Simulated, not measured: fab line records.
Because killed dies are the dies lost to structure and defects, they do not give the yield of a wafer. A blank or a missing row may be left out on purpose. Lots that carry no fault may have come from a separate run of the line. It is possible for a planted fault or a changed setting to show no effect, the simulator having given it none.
Check of tool commonality -- flow n5_finfet -- 8 lots, 24 wafers sampled

== REASON FOR OPENING ==
N5_BEOL_M4_OVL_MEAS_29, reading V3_OVL: flagged on 2 of 8 lots. Fault-free wafers read 0.7 nm, with a standard deviation of 0.67.
Rule: a lot is flagged in two cases, either no wafer of it has a number, or all its wafers with numbers fall more than 4 standard deviations from that mean. The rest of the lots are taken to be sound.

lot,measured,on,"V3_OVL (nm), wafer by wafer",flag
L273,day 8 06:57,overlay-01,0.8 1.4 0.8,
L276,day 8 17:14,overlay-02,-0.6 0.2 0.1,
L277,day 8 20:57,overlay-02,1.0 0.9 0.5,
L281,day 10 20:41,overlay-01,11.7 11.9 11.3,FLAGGED
L285,day 11 12:18,overlay-01,11.3 11.1 12.3,FLAGGED
L287,day 12 01:06,overlay-02,0.9 0.3 1.6,
L293,day 13 14:40,overlay-02,0.4 -0.1 0.9,
L295,day 14 01:50,overlay-01,0.0 -0.1 0.5,
On average the flagged lots' numbers are 11.6 nm, which is +10.9 nm against the usual, or +16 standard deviations.

== WHICH TOOL EACH LOT WENT THROUGH ==
The record holds 2 process steps before the reading, out of a route of 1938 steps. Cell contents, in order: the tool; ch with the chambers the sampled wafers went through; the start.
lot,flag,N5_BEOL_M4_ETCH_74,N5_BEOL_M4_EXPOSE_25
L273,,"rie_diel-02 ch 0,2, day 8 06:07","euv_scanner-01 ch 0, day 8 06:46"
L276,,"rie_diel-02 ch 2,3, day 8 16:20","euv_scanner-02 ch 0, day 8 17:03"
L277,,"rie_diel-05 ch 0,3, day 8 20:04","euv_scanner-01 ch 0, day 8 20:47"
L281,FLAGGED,"rie_diel-05 ch 0,1,2, day 10 19:48","euv_scanner-01 ch 0, day 10 20:30"
L285,FLAGGED,"rie_diel-05 ch 1,2, day 11 11:22","euv_scanner-01 ch 0, day 11 12:07"
L287,,"rie_diel-05 ch 0,2, day 12 00:14","euv_scanner-02 ch 0, day 12 00:55"
L293,,"rie_diel-04 ch 0,1,3, day 13 13:43","euv_scanner-02 ch 0, day 13 14:29"
L295,,"rie_diel-02 ch 1,2,3, day 14 01:05","euv_scanner-02 ch 0, day 14 01:40"
What these steps do:
- N5_BEOL_M4_ETCH_74: etches underlayer in N2/H2, target depth 6.5 nm, time 5.2 s.
- N5_BEOL_M4_EXPOSE_25: exposes mask V3, defocus 5 nm.
- N5_BEOL_M4_OVL_MEAS_29

== FLAGGED OVER TOTAL, TOOL BY TOOL (the gauges that took the reading come last) ==
step,tool,lots run,flagged,share of the flagged lots,sound lots run after its first flagged lot
N5_BEOL_M4_ETCH_74,rie_diel-02,3,0,none,-
N5_BEOL_M4_ETCH_74,rie_diel-04,1,0,none,-
N5_BEOL_M4_ETCH_74,rie_diel-05,4,2,all,1 (L287)
N5_BEOL_M4_EXPOSE_25,euv_scanner-01,4,2,all,0
N5_BEOL_M4_EXPOSE_25,euv_scanner-02,4,0,none,-
N5_BEOL_M4_OVL_MEAS_29,overlay-01,4,2,all,1 (L295)
N5_BEOL_M4_OVL_MEAS_29,overlay-02,4,0,none,-

== WHAT THE TABLE PERMITS ==
In the table, 3 rows ran each flagged lot (rie_diel-05 at N5_BEOL_M4_ETCH_74; euv_scanner-01 at N5_BEOL_M4_EXPOSE_25; overlay-01 at N5_BEOL_M4_OVL_MEAS_29).
- rie_diel-05 at N5_BEOL_M4_ETCH_74 ran 4 lots, 2 of them flagged. Sound lots ran on it after the first flagged one (L287), which a lasting fault on the whole tool wouldn't allow.
- euv_scanner-01 at N5_BEOL_M4_EXPOSE_25 ran 4 lots, 2 of them flagged. Last sound lot L277 at day 8 20:47, first flagged lot L281 at day 10 20:30; a fault beginning in between fits.
- overlay-01 at N5_BEOL_M4_OVL_MEAS_29 ran 4 lots, 2 of them flagged. Sound lots ran on it after the first flagged one (L295), which a lasting fault on the whole tool wouldn't allow.
What remains is a single tool, euv_scanner-01 at N5_BEOL_M4_EXPOSE_25.

== WHAT THE SIMULATOR HAD PUT IN ==
Scanner matching overlay: euv_scanner-01, from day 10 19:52 on, at N5_BEOL_M4_EXPOSE_25. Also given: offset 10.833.
Struck lots among those shown: L281, L285. Same finding as the rule above.
